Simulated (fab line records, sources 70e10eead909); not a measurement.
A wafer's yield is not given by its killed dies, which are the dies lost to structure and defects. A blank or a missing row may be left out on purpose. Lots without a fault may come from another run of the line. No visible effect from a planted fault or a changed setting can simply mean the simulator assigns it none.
2 desks, one fault || flow nand harc || every desk sees just its own numbers, and what lay behind them comes last

## METROLOGY DESK
Means of the sampled wafers that have a number, per lot and without regard to the tool the lot ran on: this is what the gauges read. A lot is out of limits, marked OUT, if its mean lies more than 4 standard deviations from the usual mean; the brackets give that distance.
Columns: A = cd nm at NHARC_A_CONTACT_CD_MEAS_80, usual 189.7 nm
{"lot": "L128", "first seen here": "day 17 07:56", "A": 189.6}
{"lot": "L133", "first seen here": "day 19 01:46", "A": 189.2}
{"lot": "L138", "first seen here": "day 20 03:50", "A": 190.0}
{"lot": "L146", "first seen here": "day 21 11:29", "A": 188.8}
{"lot": "L147", "first seen here": "day 21 12:43", "A": 189.9}
{"lot": "L150", "first seen here": "day 23 00:47", "A": 188.6}
This desk found nothing out of limits on any of the 6 lots.

## AT THE TOOL OWNER'S DESK: rie diel-04
The tool's own readings at NHARC_A_CONTACT_ETCH_97 (etches the open film in C4F6/O2, target depth 20 nm, time 10 s): means of the sampled wafers that have a number, for each lot that ran on this tool. A lot is out of limits, marked OUT, if its mean lies more than 4 standard deviations from the usual mean; the brackets give that distance.
Columns: A = drypump motor current A at NHARC_A_CONTACT_ETCH_97, usual 5.7 A; B = oes product au at NHARC_A_CONTACT_ETCH_97, usual 0.964 a.u.; C = rf vpp V at NHARC_A_CONTACT_ETCH_97, usual 546 V; D = showerhead plenum p Torr at NHARC_A_CONTACT_ETCH_97, usual 3.86 Torr; E = throttle valve pct at NHARC_A_CONTACT_ETCH_97, usual 26.904 %
{"lot": "L133", "first seen here": "day 19 01:41", "A": 6.1, "B": 0.947, "C": 546, "D": 3.86, "E": 26.897}
{"lot": "L138", "first seen here": "day 20 03:46", "A": 6.2, "B": 0.901, "C": 544, "D": 3.76, "E": 26.899}
{"lot": "L146", "first seen here": "day 21 11:24", "A": 6.1, "B": 0.870, "C": 552, "D": 4.19, "E": 26.904}
This desk found nothing out of limits on any of the 3 lots.

## BROUGHT TOGETHER
At the metrology desk, nothing out of limits was observed.
The desk of the tool owner found nothing out of limits.

## WHAT THE SIMULATOR HAD PUT IN
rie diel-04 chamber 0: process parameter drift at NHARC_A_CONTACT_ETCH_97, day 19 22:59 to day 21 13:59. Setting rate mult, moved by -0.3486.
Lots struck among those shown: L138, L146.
